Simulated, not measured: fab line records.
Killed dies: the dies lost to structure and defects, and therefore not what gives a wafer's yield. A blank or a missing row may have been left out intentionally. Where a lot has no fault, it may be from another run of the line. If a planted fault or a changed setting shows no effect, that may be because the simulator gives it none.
The tool behind it: which one? :: flow n5 finfet :: Sampling: 12 lots, 36 wafers, 4 of 1938 route steps

## WHAT EACH GAUGE READ, for each wafer
N5_BEOL_M5_THK_MEAS_53: measures by xrf. Usual: for M5_THK the level is 63.6 nm and the standard deviation is 2.1.
lot: L473
measured: day 8 21:40
on: film metro-02
M5_THK (nm): 64.3 65.0 62.7
flag: 

lot: L474
measured: day 8 22:40
on: film metro-01
M5_THK (nm): 64.8 63.5 64.6
flag: 

lot: L476
measured: day 9 03:20
on: film metro-01
M5_THK (nm): 59.0 63.1 62.2
flag: 

lot: L477
measured: day 9 19:32
on: film metro-02
M5_THK (nm): 62.5 68.1 64.6
flag: 

lot: L479
measured: day 10 06:59
on: film metro-01
M5_THK (nm): 65.0 65.2 67.4
flag: 

lot: L483
measured: day 11 08:01
on: film metro-02
M5_THK (nm): 62.4 63.1 61.1
flag: 

lot: L484
measured: day 11 20:13
on: film metro-01
M5_THK (nm): 60.2 64.0 63.7
flag: 

lot: L485
measured: day 12 00:34
on: film metro-02
M5_THK (nm): 66.1 62.4 63.0
flag: 

lot: L491
measured: day 13 06:59
on: film metro-01
M5_THK (nm): 62.0 61.9 67.0
flag: 

lot: L494
measured: day 14 03:14
on: film metro-02
M5_THK (nm): 63.7 64.0 63.0
flag: 

lot: L495
measured: day 14 04:49
on: film metro-02
M5_THK (nm): 64.8 63.8 67.2
flag: 

lot: L490
measured: day 14 21:47
on: film metro-01
M5_THK (nm): 63.4 61.8 66.2
flag: 

N5_BEOL_M5_RS_MEAS_57: measurement is done with a four-point probe. Usual: for M5_RS the level is 0.391 ohm/sq and the standard deviation is 0.015.
lot: L473
measured: day 8 21:55
on: film metro-02
M5_RS (ohm/sq): 0.387 0.385 0.400
flag: 

lot: L474
measured: day 8 22:55
on: film metro-01
M5_RS (ohm/sq): 0.383 0.390 0.384
flag: 

lot: L476
measured: day 9 03:37
on: film metro-02
M5_RS (ohm/sq): 0.428 0.394 0.401
flag: 

lot: L477
measured: day 9 19:50
on: film metro-02
M5_RS (ohm/sq): 0.398 0.363 0.385
flag: 

lot: L479
measured: day 10 07:15
on: film metro-01
M5_RS (ohm/sq): 0.384 0.378 0.363
flag: 

lot: L483
measured: day 11 08:17
on: film metro-01
M5_RS (ohm/sq): 0.398 0.394 0.411
flag: 

lot: L484
measured: day 11 20:29
on: film metro-02
M5_RS (ohm/sq): 0.413 0.387 0.389
flag: 

lot: L485
measured: day 12 00:49
on: film metro-02
M5_RS (ohm/sq): 0.374 0.401 0.396
flag: 

lot: L491
measured: day 13 07:14
on: film metro-01
M5_RS (ohm/sq): 0.399 0.399 0.364
flag: 

lot: L494
measured: day 14 03:31
on: film metro-02
M5_RS (ohm/sq): 0.391 0.389 0.397
flag: 

lot: L495
measured: day 14 05:04
on: film metro-02
M5_RS (ohm/sq): 0.383 0.391 0.366
flag: 

lot: L490
measured: day 14 22:03
on: film metro-02
M5_RS (ohm/sq): 0.392 0.405 0.372
flag: 

N5_BEOL_M6_OVL_MEAS_12. Usual: for M6_OVL the level is 0.3 nm and the standard deviation is 0.7.
lot: L473
measured: day 9 01:41
on: overlay-01
M6_OVL (nm): -0.6 -1.0 0.4
flag: 

lot: L474
measured: day 9 03:04
on: overlay-02
M6_OVL (nm): 0.5 0.3 -0.1
flag: 

lot: L476
measured: day 9 06:42
on: overlay-01
M6_OVL (nm): 1.1 0.3 0.9
flag: 

lot: L477
measured: day 9 23:06
on: overlay-01
M6_OVL (nm): 1.1 1.6 1.8
flag: 

lot: L479
measured: day 10 08:33
on: overlay-01
M6_OVL (nm): 0.4 0.1 0.2
flag: 

lot: L483
measured: day 11 10:31
on: overlay-01
M6_OVL (nm): 0.3 0.7 -0.2
flag: 

lot: L484
measured: day 11 23:34
on: overlay-01
M6_OVL (nm): 1.1 1.2 0.5
flag: 

lot: L485
measured: day 12 02:48
on: overlay-02
M6_OVL (nm): 0.3 0.9 0.4
flag: 

lot: L491
measured: day 13 09:36
on: overlay-02
M6_OVL (nm): 0.5 1.3 1.1
flag: 

lot: L494
measured: day 14 05:54
on: overlay-02
M6_OVL (nm): -0.7 -1.2 -1.5
flag: 

lot: L495
measured: day 14 06:52
on: overlay-01
M6_OVL (nm): -0.4 0.1 -0.2
flag: 

lot: L490
measured: day 15 02:15
on: overlay-02
M6_OVL (nm): 0.1 0.1 1.0
flag: 

## EACH LOT AND THE TOOL THAT RAN IT (in order: tool; ch and the chambers of the sampled wafers; start)
lot: L473
N5_BEOL_M6_COAT_60: litho track-05 ch 0, day 9 01:25

lot: L474
N5_BEOL_M6_COAT_60: litho track-01 ch 0, day 9 02:40

lot: L476
N5_BEOL_M6_COAT_60: litho track-05 ch 0, day 9 06:26

lot: L477
N5_BEOL_M6_COAT_60: litho track-05 ch 0, day 9 22:42

lot: L479
N5_BEOL_M6_COAT_60: litho track-02 ch 0, day 10 08:10

lot: L483
N5_BEOL_M6_COAT_60: litho track-05 ch 0, day 11 10:05

lot: L484
N5_BEOL_M6_COAT_60: litho track-02 ch 0, day 11 23:10

lot: L485
N5_BEOL_M6_COAT_60: litho track-05 ch 0, day 12 02:31

lot: L491
N5_BEOL_M6_COAT_60: litho track-02 ch 0, day 13 09:12

lot: L494
N5_BEOL_M6_COAT_60: litho track-02 ch 0, day 14 05:38

lot: L495
N5_BEOL_M6_COAT_60: litho track-01 ch 0, day 14 06:28

lot: L490
N5_BEOL_M6_COAT_60: litho track-05 ch 0, day 15 01:49
- N5_BEOL_M6_COAT_60: time 60 s, resist thk 35 nm.

## WHAT THE TOOLS THEMSELVES READ (means of the sampled wafers that have a number; where no wafer has one, the mark that the record gives instead)
N5_BEOL_M6_COAT_60. Usual: spin speed rpm 1499.8 rpm, standard deviation 0.98.
lot: L473
tool: litho track-05
spin speed rpm (rpm): 1500.4
flag: 

lot: L474
tool: litho track-01
spin speed rpm (rpm): 1499.2
flag: 

lot: L476
tool: litho track-05
spin speed rpm (rpm): 1499.8
flag: 

lot: L477
tool: litho track-05
spin speed rpm (rpm): 1499.4
flag: 

lot: L479
tool: litho track-02
spin speed rpm (rpm): 1499.1
flag: 

lot: L483
tool: litho track-05
spin speed rpm (rpm): 1669.6
flag: OFF

lot: L484
tool: litho track-02
spin speed rpm (rpm): 1500.6
flag: 

lot: L485
tool: litho track-05
spin speed rpm (rpm): 1669.3
flag: OFF

lot: L491
tool: litho track-02
spin speed rpm (rpm): 1500.5
flag: 

lot: L494
tool: litho track-02
spin speed rpm (rpm): 1498.7
flag: 

lot: L495
tool: litho track-01
spin speed rpm (rpm): 1499.2
flag: 

lot: L490
tool: litho track-05
spin speed rpm (rpm): 1500.3
flag: 

## THE ANSWER, worked out from the rows above alone
Rule: a lot is off if the mean of its wafers that have a number lies more than 3 standard deviations from the usual mean. A lot without any number at a reading at which 4 lots or more have one is off too. Where the step has rows for the other lots, those lots are counted as sound. First the gauges in route order, then the tools' own readings, where a lot's mean is used as printed above. At the first step where some lot is off, the reading lying furthest off is the one used; lots without a number count as furthest.
Off: L483, L485, at N5_BEOL_M6_COAT_60 (spin speed rpm).
A tool fits if, at that step or a process step before it, it ran every lot that is off, and no sound lot after the first of them. Not one of the candidates tried fits.

## WHAT THE SIMULATOR HAD PUT IN
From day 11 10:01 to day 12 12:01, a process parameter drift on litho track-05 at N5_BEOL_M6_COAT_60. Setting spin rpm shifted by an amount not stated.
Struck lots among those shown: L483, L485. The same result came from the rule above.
